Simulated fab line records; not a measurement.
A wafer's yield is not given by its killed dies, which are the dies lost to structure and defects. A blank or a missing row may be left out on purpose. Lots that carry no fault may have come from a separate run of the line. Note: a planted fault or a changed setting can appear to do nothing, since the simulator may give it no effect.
Chamber matching -- flow n5_finfet -- N5_FIN_SAQP_PECVD_48 on pecvd-03 has 3 sister chambers
The step deposits SiNx from SiH4/NH3/N2, target thk 25 nm, time 22.1 s. 6 wafers are shown with their chamber, then 7 later ones without.

== WAFERS PAIRED WITH THEIR CHAMBERS ==
wafer,chamber,showerhead_plenum_p_Torr (Torr),throttle_valve_pct (%)
L734.6,1,5.26,39.2
L738.2,0,5.11,39.7
L740.3,2,5.12,37.5
L740.4,0,5.13,39.4
L740.6,2,5.10,37.3
L746.1,1,5.28,39.0

== WAFERS MISSING THEIR CHAMBER ==
wafer,showerhead_plenum_p_Torr (Torr),throttle_valve_pct (%)
L746.2,5.12,39.7
L746.3,5.11,37.5
L751.2,5.14,40.0
L751.3,5.27,39.2
L751.6,5.12,37.3
L753.1,5.12,37.7
L753.4,5.12,39.4

== CHAMBER TAKEN BY EACH ==
wafer,from the rows above,in truth
L746.2,0,0
L746.3,2,2
L751.2,0,0
L751.3,1,1
L751.6,2,2
L753.1,2,2
L753.4,0,0
7 of 7 placed correctly. Can't be placed from these rows: 0. Number placed wrongly: 0.
How it was worked out, from the rows above alone: a wafer's distance from a chamber is the root of the sum, over the readings, of the square of ((its reading less the chamber's mean) divided by the reading's scatter). The wafer belongs to the nearest chamber; if the next one is less than 2 further off, it can't be placed. A chamber's mean is the mean of its shown wafers. The scatter: the root of (the sum of the squares of (reading less its chamber's mean) over the shown wafers, divided by (wafers less chambers)).
